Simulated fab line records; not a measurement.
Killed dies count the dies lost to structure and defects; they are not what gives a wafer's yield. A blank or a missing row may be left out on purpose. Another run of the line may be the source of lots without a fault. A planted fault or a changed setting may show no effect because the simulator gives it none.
Which tool did it?    flow nand harc    72 wafers from 24 lots sampled at 4 of the route's 1159 steps

## WHAT EACH GAUGE READ, for each wafer
NHARC_P_M0_INSPECT_27. Usual: raw defect count 302, standard deviation 110.
lot   measured      on                 raw defect count  flag
L074  day 6 00:11   defect inspect-01  237 217 298       
L076  day 6 14:42   defect inspect-01  299 289 291       
L075  day 6 09:52   defect inspect-01  387 358 249       
L077  day 6 17:14   defect inspect-01  321 303 174       
L078  day 6 16:35   defect inspect-01  262 402 300       
L079  day 7 13:13   defect inspect-02  255 171 255       
L080  day 7 13:53   defect inspect-02  125 195 187       
L081  day 7 18:14   defect inspect-01  146 301 244       
L083  day 8 09:37   defect inspect-02  344 423 694       
L082  day 8 09:45   defect inspect-01  158 293 225       
L084  day 8 19:32   defect inspect-01  141 147 315       
L085  day 9 02:11   defect inspect-01  260 331 457       
L086  day 9 02:53   defect inspect-01  319 166 304       
L088  day 9 15:49   defect inspect-02  498 304 387       
L087  day 9 16:28   defect inspect-02  231 217 241       
L089  day 10 04:26  defect inspect-02  401 336 350       
L090  day 10 05:16  defect inspect-02  191 274 248       
L092  day 10 11:02  defect inspect-02  330 335 249       
L091  day 10 14:24  defect inspect-02  386 272 443       
L093  day 10 16:37  defect inspect-02  480 419 245       
L094  day 11 01:11  defect inspect-02  218 673 303       
L095  day 11 03:49  defect inspect-02  175 264 202       
L096  day 11 05:40  defect inspect-02  159 289 260       
L097  day 11 12:09  defect inspect-01  191 297 449       

## EACH LOT AND THE TOOL THAT RAN IT (in order: tool; ch and the chambers of the sampled wafers; start)
lot   NHARC_P_GATE_ETCH_32              NHARC_P_GATE_DEGAS_109        NHARC_P_CONTACT_DEGAS_38
L074  rie si-04 ch 0,1, day 4 16:38     pvd sputter-02, day 5 11:26   pvd sputter-02, day 5 15:41
L076  rie si-06 ch 0,3, day 5 02:05     pvd sputter-02, day 6 01:40   pvd sputter-02, day 6 06:09
L075  rie si-05 ch 0,3, day 5 02:10     pvd sputter-02, day 5 19:03   pvd sputter-01, day 5 23:29
L077  rie si-05 ch 0,2,3, day 5 13:46   pvd sputter-02, day 6 07:28   pvd sputter-02, day 6 12:07
L078  rie si-04 ch 1,2,3, day 5 14:11   pvd sputter-02, day 6 07:02   pvd sputter-02, day 6 11:29
L079  rie si-05 ch 0,1,2, day 6 06:57   pvd sputter-02, day 6 23:38   pvd sputter-01, day 7 03:59
L080  rie si-04 ch 0,2, day 6 07:14     pvd sputter-01, day 7 00:17   pvd sputter-01, day 7 04:59
L081  rie si-04 ch 0,2,3, day 6 14:52   pvd sputter-02, day 7 07:59   pvd sputter-03, day 7 12:28
L083  rie si-05 ch 0,1,3, day 7 06:44   pvd sputter-02, day 8 00:03   pvd sputter-03, day 8 04:26
L082  rie si-04 ch 0,1, day 7 07:12     pvd sputter-03, day 8 00:11   pvd sputter-01, day 8 04:40
L084  rie si-06 ch 0,3, day 7 07:27     pvd sputter-01, day 8 05:13   pvd sputter-02, day 8 09:45
L085  rie si-05 ch 0,2,3, day 7 23:28   pvd sputter-03, day 8 16:23   pvd sputter-02, day 8 21:01
L086  rie si-05 ch 0,2, day 7 23:38     pvd sputter-03, day 8 17:19   pvd sputter-03, day 8 21:41
L088  rie si-05 ch 1,2,3, day 8 06:17   pvd sputter-01, day 9 00:13   pvd sputter-01, day 9 05:33
L087  rie si-06 ch 0,1,3, day 8 06:58   pvd sputter-01, day 9 01:10   pvd sputter-03, day 9 05:52
L089  rie si-06 ch 0,2,3, day 9 00:38   pvd sputter-03, day 9 17:59   pvd sputter-03, day 9 22:35
L090  rie si-04 ch 2,3, day 9 01:32     pvd sputter-03, day 9 18:30   pvd sputter-01, day 9 23:14
L092  rie si-06 ch 0,2, day 9 05:11     pvd sputter-01, day 9 22:08   pvd sputter-01, day 10 02:29
L091  rie si-05 ch 0,1,2, day 9 05:36   pvd sputter-01, day 10 00:13  pvd sputter-03, day 10 04:27
L093  rie si-06 ch 1,2,3, day 9 10:21   pvd sputter-03, day 10 03:21  pvd sputter-01, day 10 08:10
L094  rie si-06 ch 0,3, day 9 19:14     pvd sputter-02, day 10 11:47  pvd sputter-01, day 10 16:08
L095  rie si-04 ch 1,3, day 10 01:05    pvd sputter-02, day 10 18:09  pvd sputter-01, day 10 22:33
L096  rie si-06 ch 1,2,3, day 10 01:09  pvd sputter-01, day 10 20:06  pvd sputter-03, day 11 00:40
L097  rie si-04 ch 0,2,3, day 10 07:00  pvd sputter-02, day 10 23:50  pvd sputter-01, day 11 04:19
- NHARC_P_GATE_ETCH_32: etches the open film in HBr/Cl2, target depth 150 nm, time 100.1 s.
- NHARC_P_GATE_DEGAS_109: time 60 s.
- NHARC_P_CONTACT_DEGAS_38: time 60 s.

## WHAT THE TOOLS THEMSELVES READ (means of the sampled wafers that have a number; where no wafer has one, the mark that the record gives instead)
NHARC_P_GATE_ETCH_32. Usual: drypump motor current A 5.5 A, standard deviation 0.35; oes product au 1.001 a.u., standard deviation 0.0075; throttle valve pct 26.405 %, standard deviation 0.0097.
lot   tool       drypump motor current A (A)  oes product au (a.u.)  throttle valve pct (%)  flag
L074  rie si-04  5.0                          1.000                  26.410                  
L076  rie si-06  5.4                          1.002                  26.396                  
L075  rie si-05  5.6                          0.997                  26.412                  
L077  rie si-05  5.7                          0.996                  26.408                  
L078  rie si-04  5.2                          0.996                  26.399                  
L079  rie si-05  5.8                          1.001                  26.410                  
L080  rie si-04  5.6                          1.018                  26.406                  
L081  rie si-04  5.4                          1.001                  26.414                  
L083  rie si-05  5.7                          0.996                  26.402                  
L082  rie si-04  5.0                          1.010                  26.406                  
L084  rie si-06  5.4                          0.993                  26.397                  
L085  rie si-05  5.7                          0.999                  26.409                  
L086  rie si-05  5.8                          0.995                  26.409                  
L088  rie si-05  5.8                          1.003                  26.398                  
L087  rie si-06  5.5                          0.997                  26.414                  
L089  rie si-06  5.5                          1.007                  26.405                  
L090  rie si-04  5.5                          1.004                  26.406                  
L092  rie si-06  5.7                          1.006                  26.398                  
L091  rie si-05  5.8                          1.001                  26.398                  
L093  rie si-06  5.4                          1.005                  26.409                  
L094  rie si-06  5.4                          0.997                  26.414                  
L095  rie si-04  4.9                          1.003                  26.411                  
L096  rie si-06  5.5                          1.004                  26.395                  
L097  rie si-04  5.4                          1.007                  26.407                  

NHARC_P_GATE_DEGAS_109. Usual: heater power w 484 W, standard deviation 31.
lot   tool            heater power w (W)  flag
L074  pvd sputter-02  507                 
L076  pvd sputter-02  492                 
L075  pvd sputter-02  505                 
L077  pvd sputter-02  512                 
L078  pvd sputter-02  500                 
L079  pvd sputter-02  503                 
L080  pvd sputter-01  485                 
L081  pvd sputter-02  518                 
L083  pvd sputter-02  498                 
L082  pvd sputter-03  512                 
L084  pvd sputter-01  456                 
L085  pvd sputter-03  500                 
L086  pvd sputter-03  463                 
L088  pvd sputter-01  441                 
L087  pvd sputter-01  434                 
L089  pvd sputter-03  490                 
L090  pvd sputter-03  484                 
L092  pvd sputter-01  457                 
L091  pvd sputter-01  473                 
L093  pvd sputter-03  483                 
L094  pvd sputter-02  481                 
L095  pvd sputter-02  487                 
L096  pvd sputter-01  464                 
L097  pvd sputter-02  485                 

NHARC_P_CONTACT_DEGAS_38. Usual: heater power w 478 W, standard deviation 31.
lot   tool            heater power w (W)  flag
L074  pvd sputter-02  534                 
L076  pvd sputter-02  494                 
L075  pvd sputter-01  472                 
L077  pvd sputter-02  485                 
L078  pvd sputter-02  506                 
L079  pvd sputter-01  484                 
L080  pvd sputter-01  481                 
L081  pvd sputter-03  477                 
L083  pvd sputter-03  487                 
L082  pvd sputter-01  461                 
L084  pvd sputter-02  494                 
L085  pvd sputter-02  466                 
L086  pvd sputter-03  484                 
L088  pvd sputter-01  475                 
L087  pvd sputter-03  497                 
L089  pvd sputter-03  486                 
L090  pvd sputter-01  446                 
L092  pvd sputter-01  484                 
L091  pvd sputter-03  469                 
L093  pvd sputter-01  459                 
L094  pvd sputter-01  474                 
L095  pvd sputter-01  470                 
L096  pvd sputter-03  469                 
L097  pvd sputter-01  449                 

## THE ANSWER, worked out from the rows above alone
Rule: a lot is off if the mean of its wafers that have a number lies more than 3 standard deviations from the usual mean. A lot without any number at a reading at which 4 lots or more have one is off too. All remaining lots with rows at the step are treated as sound. The gauges are gone through in route order, then the tools' own readings, and for those a lot's mean is taken as printed above. The first step at which some lot is off is used, and at that step the reading that is off furthest; a lot without a number counts as furthest.
No lot is off at any reading shown: from this, nothing can be told.

## WHAT HAD BEEN PUT IN BY THE SIMULATOR
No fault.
